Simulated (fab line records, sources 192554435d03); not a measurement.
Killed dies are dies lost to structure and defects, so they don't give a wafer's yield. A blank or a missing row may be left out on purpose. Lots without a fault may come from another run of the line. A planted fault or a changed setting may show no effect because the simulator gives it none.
fab line records | flow n5_finfet
record lots=24 wafers=72 last_day=18
route steps=1938 shown BEOL_M2@909
lots that met no fault: from a run of the same line without faults
start_h: hours from the record's first day to the start of the lot's first wafer shown | wait_h: hours since the lot's step before | " the same as in the row above | L1.1+2: a row that stands for several wafers | - no value, or no start given | * or withheld: withheld | < > ~ a bound
route shown NAME@n: a module of which the file shows steps, and the number in the route of the first | usual: mean/standard deviation of fault-free wafers | same: alike in all rows | chamber/n: place in a boat | sites: the reading at each site | _std_site: their standard deviation | _edge_site: outer sites' mean less inner sites' | radius_mm: how far each site lies from the wafer's centre | mask NAME#n: copy n | behind: the tool/chamber that last shaped the wafer | hold: why the lot was held/for how many hours/how that ended | device: the transistor (n, p or np) that didn't switch | end of line: the same wafers' tests at the end of the route | a step without rows: its recipe alone | killed: dies lost to structure and defects at the first sort, not the wafer's yield | map: a wafer's dies, x killed, . not, _ none there
set.NAME: the setting as run; set.NAME@STEP: as run at that earlier step | model.NAME: the simulator's own value behind a step, which no gauge read
steps of the route over a sample of lots; a table a step, a row a wafer
services: from which hour (start_h, from the record's first day; less than 0 if before it) a tool's chamber was out of use, for how many hours, and why
## steps
# step N5_BEOL_M2_ANNEAL_82
# recipe temp_c=400 time_s=240 ambient=vacuum
# usual heater_power_w=856/97 susceptor_temp_C_max=401.0/0.4
# columns lot.wafer tool chamber start_h wait_h heater_power_w susceptor_temp_C_max
L074.1 pvd_sputter-03 - 137.54 0.0 722 401.1
L074.4 " - " " 1000 401.1
L074.5 " - " " 978 401.5
L075.2 pvd_sputter-02 - 140.79 0.0 727 401.0
L075.3 " - " " 908 400.7
L075.6 " - " " 841 401.4
L076.2 pvd_sputter-03 - 153.53 0.0 748 400.9
L076.4 " - " " 988 400.9
L076.6 " - " " 965 400.8
L077.2 pvd_sputter-01 - 158.22 0.0 736 401.0
L077.3 " - " " 799 401.5
L077.5 " - " " 875 400.6
L078.2 pvd_sputter-01 - 164.58 0.0 813 401.8
L078.3 " - " " 863 401.0
L078.4 " - " " 830 400.9
L080.2 pvd_sputter-03 - 172.91 0.0 841 401.3
L080.3 " - " " 1021 400.8
L080.4 " - " " 738 401.1
L079.1 pvd_sputter-03 - 180.48 0.0 988 400.6
L079.2 " - " " 840 401.2
L079.5 " - " " 976 400.3
L081.3 pvd_sputter-01 - 185.38 0.0 726 400.7
L081.4 " - " " 848 401.0
L081.6 " - " " 737 400.8
L082.1 pvd_sputter-03 - 191.57 0.0 840 401.2
L082.5 " - " " 855 401.2
L082.6 " - " " 731 400.7
L083.2 pvd_sputter-01 - 195.29 0.0 879 400.6
L083.4 " - " " 720 400.4
L083.5 " - " " 719 400.8
L084.1 pvd_sputter-03 - 204.74 0.0 737 400.7
L084.5 " - " " 992 400.5
L084.6 " - " " 872 400.5
L085.2 pvd_sputter-03 - 210.84 0.0 722 401.0
L085.3 " - " " 954 401.0
L085.4 " - " " 996 400.8
L086.1 pvd_sputter-02 - 211.00 0.0 752 401.2
L086.5 " - " " 785 400.7
L086.6 " - " " 755 400.8
L087.2 pvd_sputter-02 - 215.42 0.0 746 400.9
L087.4 " - " " 932 400.7
L087.6 " - " " 924 401.1
L089.1 pvd_sputter-03 - 230.03 0.0 977 400.7
L089.2 " - " " 735 400.5
L089.3 " - " " 851 400.7
L088.1 pvd_sputter-02 - 236.27 0.0 821 401.0
L088.3 " - " " 743 400.2
L088.5 " - " " 745 401.5
L090.2 pvd_sputter-01 - 242.71 0.0 889 400.5
L090.3 " - " " 814 402.1
L090.4 " - " " 736 400.4
L091.2 pvd_sputter-03 - 246.56 0.0 974 400.8
L091.3 " - " " 741 401.2
L091.5 " - " " 740 400.8
L093.1 pvd_sputter-03 - 248.66 0.0 990 401.2
L093.2 " - " " 744 400.9
L093.5 " - " " 835 401.3
L092.2 pvd_sputter-02 - 251.87 0.0 744 400.6
L092.4 " - " " 911 400.6
L092.6 " - " " 919 400.2
L094.2 pvd_sputter-01 - 252.12 0.0 805 402.4
L094.3 " - " " 856 400.7
L094.4 " - " " 828 401.1
L095.1 pvd_sputter-03 - 275.31 0.0 980 400.9
L095.3 " - " " 859 401.4
L095.5 " - " " 984 401.1
L097.2 pvd_sputter-03 - 277.92 0.0 957 400.8
L097.3 " - " " 731 401.2
L097.5 " - " " 1004 400.8
L096.1 pvd_sputter-03 - 282.18 0.0 968 401.4
L096.3 " - " " 1007 401.1
L096.5 " - " " 738 401.1
# step N5_BEOL_M2_SPUTTER_88
# recipe material=Cu target_thk_a=45 temp_c=-20 chamber_pressure_pa=0.07 power_w=withheld time_s=8.29
# usual throttle_valve_pct=29.7/1.2
# columns lot.wafer tool chamber start_h wait_h throttle_valve_pct
L074.1 pvd_sputter-03 - 137.90 0.1 29.3
L074.4 " - " " 30.4
L074.5 " - " " 30.4
L075.2 pvd_sputter-02 - 141.15 0.1 29.9
L075.3 " - " " 27.4
L075.6 " - " " 30.9
L076.2 pvd_sputter-03 - 153.89 0.1 29.2
L076.4 " - " " 30.9
L076.6 " - " " 30.9
L077.2 pvd_sputter-01 - 158.58 0.1 30.7
L077.3 " - " " 27.7
L077.5 " - " " 29.8
L078.2 pvd_sputter-01 - 164.94 0.1 27.7
L078.3 " - " " 29.6
L078.4 " - " " 29.1
L080.2 pvd_sputter-03 - 173.27 0.1 28.8
L080.3 " - " " 31.3
L080.4 " - " " 29.1
L079.1 pvd_sputter-03 - 180.84 0.1 30.7
L079.2 " - " " 28.7
L079.5 " - " " 31.3
L081.3 pvd_sputter-01 - 185.74 0.1 30.8
L081.4 " - " " 29.2
L081.6 " - " " 30.5
L082.1 pvd_sputter-03 - 191.93 0.1 28.8
L082.5 " - " " 28.8
L082.6 " - " " 29.4
L083.2 pvd_sputter-01 - 195.65 0.1 29.9
L083.4 " - " " 30.7
L083.5 " - " " 31.1
L084.1 pvd_sputter-03 - 205.10 0.1 28.8
L084.5 " - " " 31.2
L084.6 " - " " 29.0
L086.1 pvd_sputter-02 - 211.36 0.1 29.8
L086.5 " - " " 29.5
L086.6 " - " " 30.0
L085.2 pvd_sputter-03 - 213.00 1.9 29.1
L085.3 " - " " 30.6
L085.4 " - " " 31.2
L087.2 pvd_sputter-02 - 215.78 0.1 30.1
L087.4 " - " " 27.3
L087.6 " - " " 27.4
L089.1 pvd_sputter-03 - 230.39 0.1 31.0
L089.2 " - " " 29.1
L089.3 " - " " 28.7
L088.1 pvd_sputter-02 - 236.63 0.1 30.9
L088.3 " - " " 30.0
L088.5 " - " " 29.8
L090.2 pvd_sputter-01 - 243.07 0.1 29.7
L090.3 " - " " 27.7
L090.4 " - " " 31.0
L091.2 pvd_sputter-03 - 246.92 0.1 31.2
L091.3 " - " " 29.0
L091.5 " - " " 28.9
L093.1 pvd_sputter-03 - 249.02 0.1 31.0
L093.2 " - " " 29.3
L093.5 " - " " 28.8
L092.2 pvd_sputter-02 - 252.23 0.1 29.8
L092.4 " - " " 27.4
L092.6 " - " " 27.7
L094.2 pvd_sputter-01 - 252.48 0.1 27.6
L094.3 " - " " 29.9
L094.4 " - " " 29.0
L095.1 pvd_sputter-03 - 275.67 0.1 31.1
L095.3 " - " " 28.7
L095.5 " - " " 30.4
L097.2 pvd_sputter-03 - 278.28 0.1 30.9
L097.3 " - " " 29.0
L097.5 " - " " 30.8
L096.1 pvd_sputter-03 - 282.54 0.1 30.6
L096.3 " - " " 31.1
L096.5 " - " " 29.2
# step N5_BEOL_M2_SPUTTER_94
# recipe material=Cu target_thk_a=45 temp_c=-20 chamber_pressure_pa=0.07 power_w=withheld time_s=8.29
# usual throttle_valve_pct=29.7/1.1
# columns lot.wafer tool chamber start_h wait_h throttle_valve_pct
L074.1 pvd_sputter-03 - 138.56 0.1 29.3
L074.4 " - " " 30.5
L074.5 " - " " 30.8
L075.2 pvd_sputter-02 - 141.81 0.1 29.9
L075.3 " - " " 27.3
L075.6 " - " " 31.0
L076.2 pvd_sputter-03 - 154.55 0.1 29.2
L076.4 " - " " 31.0
L076.6 " - " " 31.1
L077.2 pvd_sputter-01 - 159.24 0.1 30.6
L077.3 " - " " 27.8
L077.5 " - " " 29.9
L078.2 pvd_sputter-01 - 165.60 0.1 27.6
L078.3 " - " " 29.7
L078.4 " - " " 29.1
L080.2 pvd_sputter-03 - 173.93 0.1 28.9
L080.3 " - " " 31.1
L080.4 " - " " 29.4
L079.1 pvd_sputter-03 - 181.50 0.1 31.2
L079.2 " - " " 28.9
L079.5 " - " " 31.0
L081.3 pvd_sputter-01 - 186.40 0.1 30.6
L081.4 " - " " 29.4
L081.6 " - " " 31.0
L082.1 pvd_sputter-03 - 192.59 0.1 28.9
L082.5 " - " " 29.0
L082.6 " - " " 29.3
L083.2 pvd_sputter-01 - 196.31 0.1 29.6
L083.4 " - " " 30.9
L083.5 " - " " 31.1
L084.1 pvd_sputter-03 - 205.76 0.1 29.2
L084.5 " - " " 31.0
L084.6 " - " " 28.5
L086.1 pvd_sputter-02 - 212.02 0.1 29.7
L086.5 " - " " 29.9
L086.6 " - " " 30.1
L085.2 pvd_sputter-03 - 213.66 0.1 29.2
L085.3 " - " " 30.7
L085.4 " - " " 30.9
L087.2 pvd_sputter-02 - 216.44 0.1 29.8
L087.4 " - " " 27.5
L087.6 " - " " 27.6
L089.1 pvd_sputter-03 - 231.05 0.1 31.0
L089.2 " - " " 29.1
L089.3 " - " " 28.9
L088.1 pvd_sputter-02 - 237.29 0.1 31.0
L088.3 " - " " 30.2
L088.5 " - " " 29.5
L090.2 pvd_sputter-01 - 243.73 0.1 29.9
L090.3 " - " " 27.7
L090.4 " - " " 30.7
L091.2 pvd_sputter-03 - 247.58 0.1 30.8
L091.3 " - " " 29.2
L091.5 " - " " 29.1
L093.1 pvd_sputter-03 - 249.68 0.1 30.9
L093.2 " - " " 29.1
L093.5 " - " " 28.9
L092.2 pvd_sputter-02 - 252.89 0.1 30.1
L092.4 " - " " 27.5
L092.6 " - " " 27.3
L094.2 pvd_sputter-01 - 253.14 0.1 27.9
L094.3 " - " " 29.5
L094.4 " - " " 29.0
L095.1 pvd_sputter-03 - 276.33 0.1 31.3
L095.3 " - " " 28.8
L095.5 " - " " 30.7
L097.2 pvd_sputter-03 - 278.94 0.1 30.9
L097.3 " - " " 29.3
L097.5 " - " " 31.0
L096.1 pvd_sputter-03 - 283.20 0.1 30.6
L096.3 " - " " 31.0
L096.5 " - " " 29.3
# step N5_BEOL_M2_PRE_CLEAN_60
# recipe gas=NH3/H2 time_s=15 temp_c=* rf_power_w=300
# usual heater_power_w=94/21 rf_fwd_power_W=296.5/1.1
# columns lot.wafer tool chamber start_h wait_h heater_power_w rf_fwd_power_W since_wet_clean_h
L074.1 cvd_co-02 0 139.60 0.0 111 296.7 900
L074.4 " 2 " " 132 295.9 -
L074.5 " 0 " " 112 295.9 -
L075.2 cvd_co-01 2 143.13 0.0 82 297.7 225
L075.3 " 1 " " 87 296.7 1122
L075.6 " 1 " " 88 297.4 -
L076.2 cvd_co-02 1 155.59 0.0 103 294.5 19
L076.4 " 0 " " 106 296.4 -
L076.6 " 2 " " 132 297.2 -
L077.2 cvd_co-02 0 160.28 0.0 107 296.3 920
L077.3 " 2 " " 131 295.6 461
L077.5 " 1 " " 105 294.1 -
L078.2 cvd_co-02 0 166.64 0.0 108 298.8 927
L078.3 " 2 " " 128 296.6 467
L078.4 " 1 " " 103 294.9 -
L080.2 cvd_co-01 1 174.97 0.0 86 296.4 1154
L080.3 " 0 " " 66 297.0 716
L080.4 " 2 " " 85 296.5 -
L079.1 cvd_co-02 1 182.54 0.0 104 293.3 46
L079.2 " 0 " " 109 296.4 943
L079.5 " 0 " " 109 297.4 -
L081.3 cvd_co-01 0 187.58 0.2 66 298.4 729
L081.4 " 1 " " 87 296.4 -
L081.6 " 2 " " 82 296.3 -
L082.1 cvd_co-02 1 193.63 0.0 104 295.7 57
L082.5 " 0 " " 109 296.8 -
L082.6 " 2 " " 133 297.4 -
L083.2 cvd_co-01 0 197.35 0.0 65 297.0 739
L083.4 " 2 " " 82 296.9 -
L083.5 " 1 " " 88 296.5 -
L084.1 cvd_co-01 0 206.89 0.0 67 296.8 748
L084.5 " 2 " " 81 297.1 -
L084.6 " 0 " " 66 295.8 -
L086.1 cvd_co-02 1 213.17 0.0 102 295.0 76
L086.5 " 1 " " 107 294.3 -
L086.6 " 2 " " 132 297.1 -
L085.2 cvd_co-01 0 214.72 0.0 65 296.9 756
L085.3 " 1 " " 87 296.5 1193
L085.4 " 0 " " 66 295.8 -
L087.2 cvd_co-01 0 217.83 0.0 65 296.3 759
L087.4 " 0 " " 66 296.6 -
L087.6 " 1 " " 86 295.4 -
L089.1 cvd_co-01 1 232.38 0.0 89 296.6 1211
L089.2 " 0 " " 68 296.5 774
L089.3 " 2 " " 85 297.5 314
L088.1 cvd_co-01 2 238.50 0.0 86 297.1 321
L088.3 " 1 " " 87 296.9 1217
L088.5 " 0 " " 66 295.9 -
L090.2 cvd_co-01 0 244.78 0.0 68 296.8 786
L090.3 " 2 " " 84 296.8 327
L090.4 " 0 " " 67 296.5 -
L091.2 cvd_co-02 0 249.57 0.0 111 298.2 1010
L091.3 " 1 " " 101 296.3 113
L091.5 " 0 " " 111 296.1 -
L093.1 cvd_co-01 0 250.75 0.0 68 297.0 792
L093.2 " 1 " " 86 297.2 1229
L093.5 " 2 " " 82 296.5 -
L092.2 cvd_co-01 2 254.06 0.0 86 295.8 336
L092.4 " 0 " " 67 296.5 -
L092.6 " 2 " " 85 296.9 -
L094.2 cvd_co-02 0 254.19 0.0 109 298.5 1014
L094.3 " 1 " " 104 294.1 117
L094.4 " 1 " " 104 296.0 -
L095.1 cvd_co-01 1 277.38 0.0 90 296.7 1256
L095.3 " 0 " " 68 296.0 819
L095.5 " 2 " " 85 298.5 -
L097.2 cvd_co-01 0 280.00 0.0 69 295.6 821
L097.3 " 2 " " 85 299.0 362
L097.5 " 0 " " 68 295.2 -
L096.1 cvd_co-02 0 284.24 0.0 110 297.1 1044
L096.3 " 1 " " 104 295.9 147
L096.5 " 2 " " 130 297.1 -
# step N5_BEOL_M2_CO_CAP_55
# recipe material=Co target_thk_a=20 temp_c=200 precursor=CCTBA/H2 pressure_torr=30 time_s=102.1
# usual heater_power_w=248/26
# columns lot.wafer tool chamber start_h wait_h heater_power_w since_wet_clean_h
L074.1 cvd_co-02 0 139.64 0.0 265 900
L074.4 " 2 " " 305 -
L074.5 " 0 " " 268 -
L075.2 cvd_co-01 2 143.17 0.0 233 225
L075.3 " 1 " " 235 1122
L075.6 " 1 " " 238 -
L076.2 cvd_co-02 1 155.63 0.0 261 19
L076.4 " 0 " " 266 -
L076.6 " 2 " " 299 -
L077.2 cvd_co-02 0 160.32 0.0 264 920
L077.3 " 2 " " 296 461
L077.5 " 1 " " 254 -
L078.2 cvd_co-02 0 166.68 0.0 265 927
L078.3 " 2 " " 299 467
L078.4 " 1 " " 258 -
L080.2 cvd_co-01 1 175.01 0.0 233 1154
L080.3 " 0 " " 220 716
L080.4 " 2 " " 235 -
L079.1 cvd_co-02 1 182.58 0.0 261 46
L079.2 " 0 " " 263 943
L079.5 " 0 " " 267 -
L081.3 cvd_co-01 0 187.62 0.0 210 729
L081.4 " 1 " " 238 -
L081.6 " 2 " " 229 -
L082.1 cvd_co-02 1 193.67 0.0 261 57
L082.5 " 0 " " 267 -
L082.6 " 2 " " 302 -
L083.2 cvd_co-01 0 197.39 0.0 206 739
L083.4 " 2 " " 237 -
L083.5 " 1 " " 234 -
L084.1 cvd_co-01 0 206.93 0.0 210 748
L084.5 " 2 " " 235 -
L084.6 " 0 " " 211 -
L086.1 cvd_co-02 1 213.21 0.0 254 76
L086.5 " 1 " " 266 -
L086.6 " 2 " " 300 -
L085.2 cvd_co-01 0 214.76 0.0 217 756
L085.3 " 1 " " 239 1193
L085.4 " 0 " " 212 -
L087.2 cvd_co-01 0 217.87 0.0 212 759
L087.4 " 0 " " 209 -
L087.6 " 1 " " 241 -
L089.1 cvd_co-01 1 232.42 0.0 232 1211
L089.2 " 0 " " 216 774
L089.3 " 2 " " 236 314
L088.1 cvd_co-01 2 238.54 0.0 228 321
L088.3 " 1 " " 233 1217
L088.5 " 0 " " 215 -
L090.2 cvd_co-01 0 244.82 0.0 214 786
L090.3 " 2 " " 230 327
L090.4 " 0 " " 209 -
L091.2 cvd_co-02 0 249.61 0.0 269 1010
L091.3 " 1 " " 259 113
L091.5 " 0 " " 264 -
L093.1 cvd_co-01 0 250.79 0.0 211 792
L093.2 " 1 " " 245 1229
L093.5 " 2 " " 234 -
L092.2 cvd_co-01 2 254.10 0.0 228 336
L092.4 " 0 " " 213 -
L092.6 " 2 " " 238 -
L094.2 cvd_co-02 0 254.23 0.0 269 1014
L094.3 " 1 " " 251 117
L094.4 " 1 " " 261 -
L095.1 cvd_co-01 1 277.42 0.0 238 1256
L095.3 " 0 " " 220 819
L095.5 " 2 " " 236 -
L097.2 cvd_co-01 0 280.04 0.0 214 821
L097.3 " 2 " " 241 362
L097.5 " 0 " " 214 -
L096.1 cvd_co-02 0 284.28 0.0 268 1044
L096.3 " 1 " " 258 148
L096.5 " 2 " " 291 -
# step N5_BEOL_M2_RS_MEAS_58
# recipe thk_meas_gauge=four-point-probe reads=Co_of_BEOL_M2_CO_CAP_55+Cu_of_BEOL_M2_ECD_50+Co_of_BEOL_M2_CVD_47+TaN_of_BEOL_M2_ALD_84
# usual M2_RS=0.671/0.026
# columns lot.wafer tool chamber start_h wait_h M2_RS[ohm/sq]
L074.1 film_metro-01 - 139.82 0.0 0.673
L074.4 " - " " 0.673
L074.5 " - " " 0.736
L075.2 film_metro-01 - 143.38 0.1 0.645
L075.3 " - " " 0.645
L075.6 " - " " 0.709
L076.2 film_metro-01 - 155.82 0.1 0.687
L076.4 " - " " 0.733
L076.6 " - " " 0.704
L077.2 film_metro-01 - 160.55 0.1 0.711
L077.3 " - " " 0.633
L077.5 " - " " 0.645
L078.2 film_metro-01 - 166.87 0.1 0.706
L078.3 " - " " 0.663
L078.4 " - " " 0.679
L080.2 film_metro-02 - 175.20 0.1 0.665
L080.3 " - " " 0.672
L080.4 " - " " 0.672
L079.1 film_metro-02 - 182.76 0.0 0.700
L079.2 " - " " 0.702
L079.5 " - " " 0.656
L081.3 film_metro-02 - 187.80 0.1 0.683
L081.4 " - " " 0.663
L081.6 " - " " 0.673
L082.1 film_metro-01 - 193.86 0.0 0.654
L082.5 " - " " 0.707
L082.6 " - " " 0.668
L083.2 film_metro-02 - 197.58 0.1 0.644
L083.4 " - " " 0.642
L083.5 " - " " 0.681
L084.1 film_metro-02 - 207.12 0.0 0.645
L084.5 " - " " 0.664
L084.6 " - " " 0.636
L086.1 film_metro-01 - 213.39 0.0 0.632
L086.5 " - " " 0.629
L086.6 " - " " 0.602
L085.2 film_metro-01 - 214.95 0.1 0.629
L085.3 " - " " 0.624
L085.4 " - " " 0.622
L087.2 film_metro-02 - 218.05 0.1 0.677
L087.4 " - " " 0.657
L087.6 " - " " 0.639
L089.1 film_metro-01 - 232.60 0.0 0.663
L089.2 " - " " 0.652
L089.3 " - " " 0.685
L088.1 film_metro-02 - 238.73 0.0 0.702
L088.3 " - " " 0.692
L088.5 " - " " 0.695
L090.2 film_metro-01 - 245.00 0.1 0.662
L090.3 " - " " 0.673
L090.4 " - " " 0.668
L091.2 film_metro-02 - 249.79 0.1 0.696
L091.3 " - " " 0.673
L091.5 " - " " 0.679
L093.1 film_metro-02 - 250.98 0.0 0.639
L093.2 " - " " 0.692
L093.5 " - " " 0.690
L092.2 film_metro-01 - 254.29 0.1 0.711
L092.4 " - " " 0.652
L092.6 " - " " 0.714
L094.2 film_metro-02 - 254.42 0.1 0.679
L094.3 " - " " 0.650
L094.4 " - " " 0.689
L095.1 film_metro-02 - 277.60 0.0 0.678
L095.3 " - " " 0.671
L095.5 " - " " 0.688
L097.2 film_metro-01 - 280.22 0.1 0.669
L097.3 " - " " 0.643
L097.5 " - " " 0.651
L096.1 film_metro-01 - 284.47 0.0 0.701
L096.3 " - " " 0.677
L096.5 " - " " 0.681
## services
# columns tool chamber start_h hours kind
cvd_co-02 1 114.77 - clean
cvd_co-02 1 114.77 22.0 scheduled_down
cvd_co-02 1 114.77 22.0 vent_cycle
pvd_sputter-01 - 281.97 1.4 repair
## key
fault none
